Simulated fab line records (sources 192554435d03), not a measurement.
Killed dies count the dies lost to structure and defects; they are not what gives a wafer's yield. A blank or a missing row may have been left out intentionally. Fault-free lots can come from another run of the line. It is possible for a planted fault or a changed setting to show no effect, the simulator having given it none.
fab line records	flow n5_finfet
record lots=7	wafers=21
route steps=1938 shown SD_EPI_N@273 ILD0@342 SDB@350 HKMG_FIN@423 MOL_CONTACT_COAG@567 BEOL_M0_SAQP@632
start_h: the number of hours between the record's first day and the start of the first shown wafer of the lot	wait_h: hours since the lot's step before	" same as the row above	L1.1+2: one row covering several wafers at once	- either no value or no given start	* or withheld: withheld	< > ~ a bound
route shown NAME@n: names a module that has steps shown in the file, with the first one's number in the route	usual: mean and standard deviation over wafers with no fault	same: alike in all rows	chamber/n: place in a boat	sites: the reading at each site	_std_site: their standard deviation	_edge_site: inner sites' mean taken away from outer sites' mean	radius_mm: for every site, how far away it sits from the centre of the wafer	mask NAME#n: copy n	behind: the tool/chamber that last shaped the wafer	hold: what put the lot on hold/how long, in hours/how the hold closed	device: which transistor (n, p or np) failed to switch	end of line: the tests these same wafers got at the end of their route	for a step that has no rows: nothing shown but its recipe	killed: at the first sort, the dies lost to defects and structure; wafer yield is something else	map: a wafer's dies, x killed, . not, _ none there
set.NAME: the setting that was run; set.NAME@STEP: the one run at that earlier step	model.NAME: the simulator's own value behind a step, which no gauge read
lots with deliberately changed settings; one table per step, one row per wafer
## steps
# step N5_SD_EPI_N_DESCUM_14
# recipe chemistry=O2	time_s=7.9	source_power_w=50	bias_power_w=20	pressure_mtorr=20	rf_frequency_hz=2.712e+07	temp_c=40	resist=CAR-ArF-block	o2_flow_sccm=225
lot.wafer	tool	chamber	start_h	wait_h	set.time_s	set.dose_mj@SD_EPI_N_EXPOSE_06	model.SD_EPI_N.cd_nm	model.CAR-ArF-block_of_SD_EPI_N_COAT_03.thk_nm
L075.1	rie_diel-01	1	53.64	0.0	7.9	39.75	118.8	144
L075.3	"	3	"	"	7.9	39.75	119.8	143.8
L075.4	"	0	"	"	7.295	39.75	119.2	144
L076.1	rie_diel-01	2	61.56	0.0	9.394	41.01	122	142.4
L076.2	"	1	"	"	7.9	39.75	119.8	143.6
L076.6	"	3	"	"	9.394	39.75	120.2	142.8
L081.1	rie_diel-03	0	90.53	0.2	9.132	39.75	121.2	143.4
L081.3	"	3	"	"	9.132	36.8	115.8	143.4
L081.6	"	1	"	"	9.132	36.8	115.8	143.8
L083.1	rie_diel-01	3	103.61	0.0	7.9	39.75	119.8	143.6
L083.3	"	0	"	"	7.9	39.75	119.6	143.6
L083.4	"	2	"	"	7.9	39.75	120	143.6
L086.1	rie_diel-04	0	121.61	0.5	9.132	37.94	116.8	143
L086.3	"	2	"	"	7.9	39.75	119.8	144.2
L086.5	"	2	"	"	7.9	39.75	119.6	144
L095.2	rie_diel-01	3	177.20	0.0	7.9	39.75	120	144.4
L095.5	"	2	"	"	8.947	39.75	120	144
L095.6	"	1	"	"	8.947	37	115.6	143.8
L096.2	rie_diel-03	1	180.87	0.0	7.9	39.75	-	143
L096.3	"	0	"	"	7.9	39.75	121.4	143.2
L096.6	"	1	"	"	6.255	39.75	120.4	144.4
# step N5_SD_EPI_N_ETCH_34
# recipe chemistry=CF4	target=SiARC	target_depth_a=455	mask_material=CAR-ArF-block	time_s=75.8	ion_energy_ev=80	pressure_mtorr=40	source_w=545	bias_w=36	Ar_flow_sccm=100	cf4_flow_sccm=100	ends=cleared
lot.wafer	tool	chamber	start_h	wait_h	set.time_s@SD_EPI_N_DESCUM_14	model.CAR-ArF-block_of_SD_EPI_N_COAT_03.thk_nm
L075.1	rie_diel-01	1	53.67	0.0	7.9	111.6
L075.3	"	3	"	"	7.9	111.4
L075.4	"	0	"	"	7.295	111.6
L076.1	rie_diel-01	2	61.60	0.0	9.394	109.6
L076.2	"	1	"	"	7.9	111
L076.6	"	3	"	"	9.394	110.2
L081.1+3	rie_diel-03	0,3	90.57	0.0	9.132	110.8
L081.6	"	1	"	"	9.132	111.2
L083.1+3	rie_diel-01	3,0	103.64	0.0	7.9	111
L083.4	"	2	"	"	7.9	111.2
L086.1	rie_diel-04	0	121.64	0.0	9.132	110.4
L086.3	"	2	"	"	7.9	111.6
L086.5	"	2	"	"	7.9	111.4
L095.2	rie_diel-01	3	177.24	0.0	7.9	111.8
L095.5	"	2	"	"	8.947	111.4
L095.6	"	1	"	"	8.947	111.2
L096.2	rie_diel-03	1	180.90	0.0	7.9	110.4
L096.3	"	0	"	"	7.9	110.8
L096.6	"	1	"	"	6.255	111.8
# step N5_SD_EPI_N_ETCH_35
# recipe chemistry=N2/H2	target=SOC	overetch_a=1080	mask_material=SiARC	temp_c=40	ion_energy_ev=100	source_w=3000	bias_w=133	pressure_mtorr=20	time_s=486	n2_flow_sccm=200	h2_flow_sccm=200
lot.wafer	tool	chamber	start_h	wait_h	set.dose_mj@SD_EPI_N_EXPOSE_06	model.SD_EPI_N.cd_nm
L075.1	rie_diel-01	1	53.73	0.0	39.75	118.4
L075.3	"	3	"	"	39.75	118.8
L075.4	"	0	"	"	39.75	117.8
L076.1	rie_diel-01	2	61.65	0.0	41.01	122.6
L076.2	"	1	"	"	39.75	120.2
L076.6	"	3	"	"	39.75	119.8
L081.1	rie_diel-03	0	90.62	0.0	39.75	121.8
L081.3	"	3	"	"	36.8	116.6
L081.6	"	1	"	"	36.8	117.2
L083.1	rie_diel-01	3	103.70	0.0	39.75	118.8
L083.3	"	0	"	"	39.75	118.4
L083.4	"	2	"	"	39.75	120.4
L086.1	rie_diel-04	0	121.70	0.0	37.94	116.4
L086.3	"	2	"	"	39.75	119.8
L086.5	"	2	"	"	39.75	120
L095.2+5	rie_diel-01	3,2	177.29	0.0	39.75	121
L095.6	"	1	"	"	37	116.2
L096.2	rie_diel-03	1	180.96	0.0	39.75	122.2
L096.3	"	0	"	"	39.75	122.4
L096.6	"	1	"	"	39.75	121.4
# step N5_SD_EPI_N_STRIP_36
# recipe chemistry=N2/H2	temp_c=40	n2_flow_sccm=200	h2_flow_sccm=200	rf_frequency_hz=6e+07
# step N5_SD_EPI_N_ETCHBACK_44
# recipe chemistry=CH3F/O2	mode=anisotropic_etchback	target=SiNx	target_depth_a=145	stop_on=SiO2	over_etch_frac=0.3	ion_energy_ev=120	pressure_mtorr=30	source_w=395	bias_w=73	Ar_flow_sccm=150	CH3F_flow_sccm=30	O2_flow_sccm=20
lot.wafer	tool	chamber	start_h	wait_h	set.dose_mj@SD_EPI_N_EXPOSE_06	model.SD_EPI_N.cd_nm
L075.1	rie_diel-01	1	54.05	0.0	39.75	118.4
L075.3	"	3	"	"	39.75	118.8
L075.4	"	0	"	"	39.75	117.8
L076.1	rie_diel-01	2	61.98	0.0	41.01	122.6
L076.2	"	1	"	"	39.75	120.2
L076.6	"	3	"	"	39.75	120
L081.1	rie_diel-03	0	90.95	0.0	39.75	122
L081.3	"	3	"	"	36.8	116.6
L081.6	"	1	"	"	36.8	117
L083.1	rie_diel-01	3	104.02	0.0	39.75	118.8
L083.3	"	0	"	"	39.75	118.6
L083.4	"	2	"	"	39.75	120.4
L086.1	rie_diel-04	0	122.03	0.0	37.94	116.4
L086.3	"	2	"	"	39.75	119.8
L086.5	"	2	"	"	39.75	120
L095.2+5	rie_diel-01	3,2	177.62	0.0	39.75	121
L095.6	"	1	"	"	37	116.2
L096.2+3	rie_diel-03	1,0	181.28	0.0	39.75	122.2
L096.6	"	1	"	"	39.75	121.4
# step N5_SD_EPI_N_ETCH_45
# recipe chemistry=CH3F/O2	target=SiOCN	target_depth_a=60	mask_material=SOC	ion_energy_ev=60	bias_w=29	pressure_mtorr=15	source_w=410	Ar_flow_sccm=150	CH3F_flow_sccm=30	O2_flow_sccm=20
lot.wafer	tool	chamber	start_h	wait_h	set.dose_mj@SD_EPI_N_EXPOSE_06	model.SD_EPI_N.cd_nm
L075.1	rie_diel-01	1	54.15	0.1	39.75	118.4
L075.3	"	3	"	"	39.75	118.8
L075.4	"	0	"	"	39.75	117.8
L076.1	rie_diel-01	2	62.08	0.1	41.01	122.6
L076.2+6	"	1,3	"	"	39.75	120
L081.1	rie_diel-03	0	91.05	0.1	39.75	122
L081.3	"	3	"	"	36.8	116.6
L081.6	"	1	"	"	36.8	117
L083.1	rie_diel-01	3	104.12	0.1	39.75	118.8
L083.3	"	0	"	"	39.75	118.6
L083.4	"	2	"	"	39.75	120.4
L086.1	rie_diel-04	0	122.13	0.1	37.94	116.4
L086.3	"	2	"	"	39.75	119.8
L086.5	"	2	"	"	39.75	120.2
L095.2	rie_diel-01	3	177.72	0.1	39.75	120.8
L095.5	"	2	"	"	39.75	121
L095.6	"	1	"	"	37	116.2
L096.2+3	rie_diel-03	1,0	181.38	0.1	39.75	122.2
L096.6	"	1	"	"	39.75	121.2
# step N5_ILD0_PRECLEAN_10
# recipe chemistry=NF3:NH3	afs_cycles=5	time_s=20	temp_c=30	sublimation_temp_c=180	sublimation_time_s=60	pressure_torr=3	rf_power_w=30
lot.wafer	tool	chamber	start_h	wait_h	set.time_s	model.SiO2_flowable_of_ILD0_FCVD_FILL_01.thk_nm
L075.1	remote_plasma-02	0	65.96	0.1	17.99	122.6
L075.3	"	0	"	"	20	120.4
L075.4	"	0	"	"	17.99	121.6
L076.1	remote_plasma-01	0	74.80	0.0	20	121.6
L076.2	"	0	"	"	20	121.4
L076.6	"	0	"	"	22.4	119.8
L081.1	remote_plasma-02	0	102.53	0.0	20	120.8
L081.3	"	0	"	"	20	121
L081.6	"	0	"	"	20	120.4
L083.1+3	remote_plasma-01	1	115.73	0.0	20	121.2
L083.4	"	1	"	"	20	121.8
L086.1	remote_plasma-02	0	133.60	0.0	15.71	124.6
L086.3	"	0	"	"	15.71	123.4
L086.5	"	0	"	"	15.71	122.8
L095.2	remote_plasma-01	1	190.56	0.1	24.46	118.2
L095.5	"	1	"	"	24.46	117.8
L095.6	"	1	"	"	20	121
L096.2	remote_plasma-02	0	193.39	0.1	18.08	122.8
L096.3	"	0	"	"	18.08	122.4
L096.6	"	0	"	"	18.08	121.8
# step N5_SDB_COAT_05
# recipe resist=CAR-ArF	spin_rpm=1500	resist_thk_nm=90
lot.wafer	tool	chamber	start_h	wait_h	set.spin_rpm	model.CAR-ArF_of_SDB_COAT_05.thk_nm
L075.1	litho_track-03	0	-	-	1500	90.6
L075.3	"	0	"	"	1500	90.8
L075.4	"	0	"	"	1413	93.4
L076.1	litho_track-03	0	-	-	1500	90.2
L076.2	"	0	"	"	1336	95.8
L076.6	"	0	"	"	1500	90.4
L081.1	litho_track-03	0	-	-	1619	87
L081.3	"	0	"	"	1500	90
L081.6	"	0	"	"	1619	86.6
L083.1+4	litho_track-05	0	-	-	1500	89.8
L083.3	"	0	"	"	1500	90
L086.1	litho_track-05	0	-	-	1350	95.2
L086.3+5	"	0	"	"	1500	90
L095.2+6	litho_track-03	0	-	-	1500	90
L095.5	"	0	"	"	1563	88.2
L096.2	litho_track-01	0	-	-	1547	89
L096.3	"	0	"	"	1547	88.8
L096.6	"	0	"	"	1500	90.2
# step N5_SDB_EBR_07
# recipe solvent=PGMEA	ebr_width_mm=1.5
# step N5_SDB_SOFTBAKE_06
# recipe temp_c=110	time_s=60	resist=CAR-ArF
# step N5_SDB_EXPOSE_08
# recipe mask_id=SDB	na=1.35	source_shape=conventional	sigma_outer=0.5	polarization=unpolarized	dose_mj=49.6
# step N5_SDB_PEB_09
# recipe peb_temp_c=withheld	peb_time_s=60	resist=CAR-ArF
# step N5_SDB_DEVELOP_10
# recipe develop_time_s=30	developer=TMAH	resist=CAR-ArF	rinse_liquid=diw	dry=air_spin	dev_temp_c=23
lot.wafer	tool	chamber	start_h	wait_h	set.spin_rpm@SDB_COAT_05	model.CAR-ArF_of_SDB_COAT_05.thk_nm
L075.1	litho_track-01	0	-	-	1500	89
L075.3	"	0	"	"	1500	89.2
L075.4	"	0	"	"	1413	91.8
L076.1	litho_track-05	0	-	-	1500	88.4
L076.2	"	0	"	"	1336	94.2
L076.6	"	0	"	"	1500	88.8
L081.1	litho_track-05	0	-	-	1619	85.2
L081.3	"	0	"	"	1500	88.4
L081.6	"	0	"	"	1619	84.8
L083.1+4	litho_track-01	0	-	-	1500	88.2
L083.3	"	0	"	"	1500	88.4
L086.1	litho_track-05	0	-	-	1350	93.6
L086.3+5	"	0	"	"	1500	88.4
L095.2	litho_track-05	0	-	-	1500	88.4
L095.5	"	0	"	"	1563	86.4
L095.6	"	0	"	"	1500	88.2
L096.2	litho_track-03	0	-	-	1547	87.2
L096.3	"	0	"	"	1547	87
L096.6	"	0	"	"	1500	88.6
# step N5_SDB_DESCUM_16
# recipe chemistry=O2	time_s=7.9	source_power_w=50	bias_power_w=20	pressure_mtorr=20	rf_frequency_hz=2.712e+07	temp_c=40	resist=CAR-ArF	o2_flow_sccm=225
lot.wafer	tool	chamber	start_h	wait_h	set.spin_rpm@SDB_COAT_05	model.CAR-ArF_of_SDB_COAT_05.thk_nm
L075.1+3	rie_diel-04	2,3	69.74	0.0	1500	84.2
L075.4	"	1	"	"	1413	86.8
L076.1	rie_diel-01	2	78.58	0.0	1500	83.6
L076.2	"	3	"	"	1336	89.2
L076.6	"	2	"	"	1500	84
L081.1	rie_diel-03	0	106.35	0.1	1619	80.4
L081.3	"	1	"	"	1500	83.6
L081.6	"	3	"	"	1619	80
L083.1+3+4	rie_diel-04	0,1,3	119.77	0.3	1500	83.4
L086.1	rie_diel-01	2	137.25	0.0	1350	88.6
L086.3+5	"	1,3	"	"	1500	83.6
L095.2+6	rie_diel-04	1,2	194.26	0.2	1500	83.4
L095.5	"	3	"	"	1563	81.6
L096.2	rie_diel-01	2	196.95	0.0	1547	82.4
L096.3	"	3	"	"	1547	82.2
L096.6	"	2	"	"	1500	83.6
# step N5_HKMG_FIN_COAT_30
# recipe resist=SiARC	temp_c=220	time_s=60	spin_rpm=1500	resist_thk_nm=35
lot.wafer	tool	chamber	start_h	wait_h	set.spin_rpm	model.SiARC_of_HKMG_FIN_COAT_30.thk_nm
L075.1+4	litho_track-02	0	-	-	1626	33.6
L075.3	"	0	"	"	1500	35.2
L076.1	litho_track-02	0	-	-	1500	35.2
L076.2	"	0	"	"	1500	35
L076.6	"	0	"	"	1456	35.6
L081.1	litho_track-04	0	-	-	1346	37
L081.3	"	0	"	"	1500	35
L081.6	"	0	"	"	1346	37.2
L083.1+3+4	litho_track-02	0	-	-	1500	35
L086.1+3	litho_track-04	0	-	-	1639	33.4
L086.5	"	0	"	"	1500	35
L095.2	litho_track-04	0	-	-	1546	34.8
L095.5	"	0	"	"	1546	34.6
L095.6	"	0	"	"	1500	35.2
L096.2+6	litho_track-04	0	-	-	1500	35.2
L096.3	"	0	"	"	1354	37
# step N5_HKMG_FIN_EXPOSE_09
# recipe mask_id=NWFM	na=1.35	source_shape=conventional	sigma_outer=0.8	polarization=unpolarized	dose_mj=39.25
lot.wafer	tool	chamber	start_h	wait_h	mask	set.dose_mj
L075.1	arfi_scanner-03	0	78.77	-	NWFM#0	39.25
L075.3+4	"	0	"	"	NWFM#0	40.43
L076.1	arfi_scanner-01	0	88.44	-	NWFM#0	39.25
L076.2+6	"	0	"	"	NWFM#0	41.81
L081.1+3	arfi_scanner-01	0	115.42	-	NWFM#0	36.87
L081.6	"	0	"	"	NWFM#0	39.25
L083.1+3+4	arfi_scanner-02	0	130.77	-	NWFM#0	39.25
L086.1+5	arfi_scanner-03	0	146.09	-	NWFM#0	40.7
L086.3	"	0	"	"	NWFM#0	39.25
L095.2+5+6	arfi_scanner-02	0	203.05	-	NWFM#0	39.25
L096.2+6	arfi_scanner-02	0	206.07	-	NWFM#0	39.25
L096.3	"	0	"	"	NWFM#0	37.21
# step N5_HKMG_FIN_PEB_10
# recipe peb_temp_c=withheld	peb_time_s=60	resist=CAR-ArF
# step N5_HKMG_FIN_DEVELOP_11
# recipe develop_time_s=30	developer=TMAH	resist=CAR-ArF	dev_temp_c=23	rinse_liquid=diw	dry=air_spin
# step N5_HKMG_FIN_CD_MEAS_12
# recipe target_cd_nm=92.8	landing_energy_ev=500	detector=se_inlens
# usual cd_nm=92.6/0.51
lot.wafer	tool	chamber	start_h	wait_h	set.dose_mj@HKMG_FIN_EXPOSE_09	cd_nm
L075.1	cd_sem-02	0	78.90	-	39.25	93.3
L075.3	"	0	"	"	40.43	94.6
L075.4	"	0	"	"	40.43	94.9
L076.1	cd_sem-02	0	88.57	-	39.25	92.6
L076.2	"	0	"	"	41.81	96.2
L076.6	"	0	"	"	41.81	96.7
L081.1	cd_sem-03	0	115.55	-	36.87	88.3
L081.3	"	0	"	"	36.87	88.4
L081.6	"	0	"	"	39.25	92.7
L083.1	cd_sem-03	0	130.90	-	39.25	93.1
L083.3	"	0	"	"	39.25	93.2
L083.4	"	0	"	"	39.25	92.8
L086.1	cd_sem-01	0	146.21	-	40.7	94.2
L086.3	"	0	"	"	39.25	92.7
L086.5	"	0	"	"	40.7	94.2
L095.2	cd_sem-01	0	203.17	-	39.25	91.4
L095.5	"	0	"	"	39.25	92.5
L095.6	"	0	"	"	39.25	92.6
L096.2	cd_sem-02	0	206.20	-	39.25	92.6
L096.3	"	0	"	"	37.21	89.4
L096.6	"	0	"	"	39.25	93.0
# step N5_HKMG_FIN_DESCUM_17
# recipe chemistry=O2	time_s=7.9	source_power_w=50	bias_power_w=20	pressure_mtorr=20	rf_frequency_hz=2.712e+07	temp_c=40	resist=CAR-ArF	o2_flow_sccm=225
# step N5_HKMG_FIN_ETCH_31
# recipe chemistry=CF4	target=SiARC	target_depth_a=455	mask_material=CAR-ArF	time_s=75.8	ion_energy_ev=80	pressure_mtorr=40	source_w=545	bias_w=36	Ar_flow_sccm=100	cf4_flow_sccm=100	ends=cleared
lot.wafer	tool	chamber	start_h	wait_h	set.spin_rpm@HKMG_FIN_COAT_30	model.CAR-ArF_of_HKMG_FIN_COAT_06.thk_nm	model.etch.depth_nm
L075.1	rie_diel-01	2	79.02	0.0	1626	52.8	33.69
L075.3	"	3	"	"	1500	51	35.17
L075.4	"	0	"	"	1626	52.4	33.65
L076.1	rie_diel-01	1	89.07	0.0	1500	50.6	35.2
L076.2	"	0	"	"	1500	51	35.01
L076.6	"	1	"	"	1456	50.4	35.61
L081.1	rie_diel-01	1	116.29	0.0	1346	49.2	37.09
L081.3	"	0	"	"	1500	50.8	35.07
L081.6	"	1	"	"	1346	49	37.12
L083.1	rie_diel-04	2	131.90	0.0	1500	51	34.96
L083.3	"	3	"	"	1500	51.2	34.92
L083.4	"	0	"	"	1500	51.4	35
L086.1	rie_diel-04	3	146.33	0.0	1639	52.2	33.44
L086.3	"	2	"	"	1639	52.2	33.49
L086.5	"	1	"	"	1500	50.4	34.9
L095.2	rie_diel-04	1	203.84	0.0	1546	51.4	34.73
L095.5	"	3	"	"	1546	51.4	34.62
L095.6	"	2	"	"	1500	50.8	35.16
L096.2	rie_diel-03	0	206.73	0.0	1500	50.8	35.15
L096.3	"	1	"	"	1354	49.2	37.01
L096.6	"	2	"	"	1500	50.6	35.22
# step N5_HKMG_FIN_ETCH_32
# recipe chemistry=N2/H2	target=SOC	target_depth_a=2400	temp_c=40	time_s=300	ion_energy_ev=200	mask_material=SiARC	pressure_mtorr=30	source_w=840	bias_w=150	n2_flow_sccm=200	h2_flow_sccm=200
lot.wafer	tool	chamber	start_h	wait_h	set.spin_rpm@HKMG_FIN_COAT_30	model.SiARC_of_HKMG_FIN_COAT_30.thk_nm
L075.1	rie_diel-01	2	79.08	0.0	1626	19.6
L075.3	"	3	"	"	1500	21.4
L075.4	"	0	"	"	1626	19.8
L076.1+2	rie_diel-01	1,0	89.13	0.0	1500	21
L076.6	"	1	"	"	1456	21.4
L081.1+6	rie_diel-01	1	116.34	0.0	1346	23
L081.3	"	0	"	"	1500	21
L083.1	rie_diel-04	2	131.96	0.0	1500	21.4
L083.3	"	3	"	"	1500	20.4
L083.4	"	0	"	"	1500	20.8
L086.1	rie_diel-04	3	146.39	0.0	1639	19
L086.3	"	2	"	"	1639	20
L086.5	"	1	"	"	1500	21
L095.2	rie_diel-04	1	203.89	0.0	1546	21
L095.5	"	3	"	"	1546	20.2
L095.6	"	2	"	"	1500	21.6
L096.2+6	rie_diel-03	0,2	206.79	0.0	1500	21
L096.3	"	1	"	"	1354	23.4
# step N5_MOL_CONTACT_COAG_COAT_78
# recipe resist=CAR-EUV	spin_rpm=1500	resist_thk_nm=40
lot.wafer	tool	chamber	start_h	wait_h	set.spin_rpm	model.CAR-EUV_of_MOL_CONTACT_COAG_COAT_78.thk_nm
L075.1+3	litho_track-03	0	-	-	1343	42.2
L075.4	"	0	"	"	1500	40
L076.1+2	litho_track-02	0	-	-	1651	38.2
L076.6	"	0	"	"	1500	40
L081.1	litho_track-03	0	-	-	1551	39.2
L081.3+6	"	0	"	"	1500	40
L083.1+3+4	litho_track-01	0	-	-	1500	40
L086.1	litho_track-03	0	-	-	1636	38.4
L086.3+5	"	0	"	"	1500	40.2
L095.2+6	litho_track-03	0	-	-	1577	39
L095.5	"	0	"	"	1500	40
L096.2	litho_track-02	0	-	-	1500	40
L096.3	"	0	"	"	1564	39.2
L096.6	"	0	"	"	1564	39.4
# step N5_MOL_CONTACT_COAG_EBR_80
# recipe solvent=PGMEA	ebr_width_mm=1.5
# step N5_MOL_CONTACT_COAG_SOFTBAKE_79
# recipe temp_c=110	time_s=60	resist=CAR-EUV
# step N5_MOL_CONTACT_COAG_DESCUM_88
# recipe chemistry=O2	time_s=7	source_power_w=50	bias_power_w=20	pressure_mtorr=20	rf_frequency_hz=2.712e+07	temp_c=40	resist=CAR-EUV	o2_flow_sccm=225
lot.wafer	tool	chamber	start_h	wait_h	set.spin_rpm@MOL_CONTACT_COAG_COAT_78	model.CAR-EUV_of_MOL_CONTACT_COAG_COAT_78.thk_nm
L075.1+3	rie_diel-04	0,2	101.43	0.1	1343	38.4
L075.4	"	3	"	"	1500	36
L076.1	rie_diel-04	0	114.02	0.3	1651	34.4
L076.2	"	1	"	"	1651	34.2
L076.6	"	3	"	"	1500	36.2
L081.1	rie_diel-03	0	139.81	0.0	1551	35.2
L081.3+6	"	1,0	"	"	1500	36
L083.1+3+4	rie_diel-03	1,3,3	158.17	0.0	1500	36
L086.1	rie_diel-04	2	171.14	0.0	1636	34.4
L086.3	"	1	"	"	1500	36.4
L086.5	"	3	"	"	1500	36.2
L095.2+6	rie_diel-04	2	224.68	0.0	1577	35.2
L095.5	"	3	"	"	1500	36
L096.2	rie_diel-01	1	228.88	0.1	1500	36.2
L096.3	"	0	"	"	1564	35.2
L096.6	"	1	"	"	1564	35.4
# step N5_BEOL_M0_SAQP_PECVD_00
# recipe material=SiCN	target_thk_a=80	temp_c=withheld	precursor=3MS/NH3	pressure_torr=3	rf_w=202	time_s=14
lot.wafer	tool	chamber	start_h	wait_h	set.time_s	model.SiCN_of_BEOL_M0_SAQP_PECVD_00.thk_nm
L075.1+4	pecvd-03	2,1	110.19	0.2	14	8
L075.3	"	1	"	"	14	7.8
L076.1+2	pecvd-01	1,0	122.04	0.2	14	8.2
L076.6	"	1	"	"	15.2	8.8
L081.1	pecvd-01	2	146.04	0.2	14	8
L081.3+6	"	1	"	"	14	7.8
L083.1+3	pecvd-02	2,1	164.58	0.2	14	8
L083.4	"	2	"	"	14	8.2
L086.1	pecvd-01	2	177.93	0.2	14	8
L086.3	"	0	"	"	14	7.6
L086.5	"	2	"	"	15.71	9.2
L095.2	pecvd-01	0	231.25	0.2	14	7.8
L095.5	"	0	"	"	12.11	7
L095.6	"	1	"	"	12.11	6.8
L096.2+3	pecvd-03	1,0	235.97	0.2	14	7.8
L096.6	"	0	"	"	14	8
## key
split step=N5_SD_EPI_N_DESCUM_14	setting=time_s	stated=7.9	by=wafer
response step=N5_SD_EPI_N_DESCUM_14	reading=model.CAR-ArF-block_of_SD_EPI_N_COAT_03.thk_nm	change=-0.0556	per=1%	r=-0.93
response step=N5_SD_EPI_N_ETCH_34	reading=model.CAR-ArF-block_of_SD_EPI_N_COAT_03.thk_nm	change=-0.0554	per=1%	r=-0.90
split step=N5_ILD0_PRECLEAN_10	setting=time_s	stated=20	by=wafer
response step=N5_ILD0_PRECLEAN_10	reading=model.SiO2_flowable_of_ILD0_FCVD_FILL_01.thk_nm	change=-0.141	per=1%	r=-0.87
split step=N5_SDB_COAT_05	setting=spin_rpm	stated=1500	by=wafer
response step=N5_SDB_COAT_05	reading=model.CAR-ArF_of_SDB_COAT_05.thk_nm	change=-0.48	per=1%	r=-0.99
response step=N5_SDB_DEVELOP_10	reading=model.CAR-ArF_of_SDB_COAT_05.thk_nm	change=-0.491	per=1%	r=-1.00
response step=N5_SDB_DESCUM_16	reading=model.CAR-ArF_of_SDB_COAT_05.thk_nm	change=-0.474	per=1%	r=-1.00
split step=N5_HKMG_FIN_COAT_30	setting=spin_rpm	stated=1500	by=wafer
response step=N5_HKMG_FIN_COAT_30	reading=model.SiARC_of_HKMG_FIN_COAT_30.thk_nm	change=-0.188	per=1%	r=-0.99
response step=N5_HKMG_FIN_ETCH_31	reading=model.CAR-ArF_of_HKMG_FIN_COAT_06.thk_nm	change=+0.174	per=1%	r=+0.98
response step=N5_HKMG_FIN_ETCH_31	reading=model.etch.depth_nm	change=-0.18	per=1%	r=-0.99
response step=N5_HKMG_FIN_ETCH_32	reading=model.SiARC_of_HKMG_FIN_COAT_30.thk_nm	change=-0.204	per=1%	r=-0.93
split step=N5_HKMG_FIN_EXPOSE_09	setting=dose_mj	stated=39.25	by=wafer
response step=N5_HKMG_FIN_CD_MEAS_12	reading=cd_nm	change=+0.612	per=1%	r=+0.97
split step=N5_MOL_CONTACT_COAG_COAT_78	setting=spin_rpm	stated=1500	by=wafer
response step=N5_MOL_CONTACT_COAG_COAT_78	reading=model.CAR-EUV_of_MOL_CONTACT_COAG_COAT_78.thk_nm	change=-0.196	per=1%	r=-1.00
response step=N5_MOL_CONTACT_COAG_DESCUM_88	reading=model.CAR-EUV_of_MOL_CONTACT_COAG_COAT_78.thk_nm	change=-0.207	per=1%	r=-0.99
split step=N5_BEOL_M0_SAQP_PECVD_00	setting=time_s	stated=14	by=wafer
response step=N5_BEOL_M0_SAQP_PECVD_00	reading=model.SiCN_of_BEOL_M0_SAQP_PECVD_00.thk_nm	change=+0.0849	per=1%	r=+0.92
split outside_this_file step=N5_SD_EPI_N_EXPOSE_06 setting=dose_mj
# split outside_this_file: this setting was split too, and the file shows its column; the key of that split is in another file
